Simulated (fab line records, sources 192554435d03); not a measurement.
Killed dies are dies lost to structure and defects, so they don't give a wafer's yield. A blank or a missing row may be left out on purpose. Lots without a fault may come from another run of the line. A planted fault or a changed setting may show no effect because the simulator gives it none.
Split-lot experiment | flow n5_finfet | 7 lots, 21 wafers read, on a route of 1938 steps

THE SPLIT
At N5_WELL_APT_COAT_02 (resist thk 950 nm), the setting spin_rpm was moved away from the recipe's 1357 rpm on 4 of the 21 wafers read, by -9.7% to +9.5%. The other wafers ran this setting at the recipe's value.

The reading is taken at the split's own step.

THE READING
coat_of_WELL_APT_COAT_02.thk_nm (the simulator's own value, which no gauge read), in nm, at N5_WELL_APT_COAT_02 (resist thk 950 nm). The file gives no usual value for it. The 17 wafers here that ran the recipe average 952.3 nm, standard deviation 4 nm.

wafer  | tool, chamber at the split | spin_rpm as run, rpm | against the recipe | coat_of_WELL_APT_COAT_02.thk_nm, nm | against lot-mates on the recipe
L079.1 | litho_track-04, 0          | 1225                 | -9.7%              | 1003                                | +49.2
L079.4 | litho_track-04, 0          | 1225                 | -9.7%              | 1002                                | +48.2
L079.6 | litho_track-04, 0          | 1357                 | recipe             | 953.8                               | -
L080.1 | litho_track-04, 0          | 1357                 | recipe             | 954.6                               | -
L080.5 | litho_track-04, 0          | 1357                 | recipe             | 952.5                               | -
L080.6 | litho_track-04, 0          | 1357                 | recipe             | 955.2                               | -
L082.1 | litho_track-01, 0          | 1357                 | recipe             | 951.4                               | -
L082.2 | litho_track-01, 0          | 1357                 | recipe             | 949.5                               | -
L082.6 | litho_track-01, 0          | 1357                 | recipe             | 949.5                               | -
L084.2 | litho_track-04, 0          | 1486                 | +9.5%              | 916.2                               | -45.6
L084.3 | litho_track-04, 0          | 1357                 | recipe             | 961.2                               | -
L084.4 | litho_track-04, 0          | 1357                 | recipe             | 962.5                               | -
L087.1 | litho_track-04, 0          | 1357                 | recipe             | 951.1                               | -
L087.4 | litho_track-04, 0          | 1357                 | recipe             | 951.5                               | -
L087.6 | litho_track-04, 0          | 1357                 | recipe             | 951.2                               | -
L089.3 | litho_track-01, 0          | 1357                 | recipe             | 947.8                               | -
L089.4 | litho_track-01, 0          | 1357                 | recipe             | 949.8                               | -
L089.5 | litho_track-01, 0          | 1357                 | recipe             | 948.5                               | -
L095.1 | litho_track-01, 0          | 1357                 | recipe             | 949.6                               | -
L095.3 | litho_track-01, 0          | 1247                 | -8.1%              | 986.1                               | +36.4
L095.6 | litho_track-01, 0          | 1357                 | recipe             | 949.7                               | -

THE FIT
A straight line over all 21 wafers: coat_of_WELL_APT_COAT_02.thk_nm changes by -4.58 nm for each +1% of spin_rpm; r = -0.97; the points scatter about the line by 4.5 nm.
The same after taking each lot's own level away (the mean of its wafers on the recipe; 21 wafers): -4.85 nm for each +1%; r = -1.00; scatter 1.1 nm.
On that fit, the largest move of spin_rpm shifts the reading by 47 nm.
The lots' own levels span 948.70 to 961.85 nm, that is 3.3 times the standard deviation above.
So the lot-to-lot level changes the slope little: the two slopes agree.
Check: with one of the wafers moved furthest among these (-9.7%) left out of the fit, the line predicts +46.5 nm for it against its lot-mates. It came out at +49.2 nm against them.

THE FILE'S OWN FIT
coat_of_WELL_APT_COAT_02.thk_nm changes by -4.79 nm for each +1% of spin_rpm, r = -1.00.
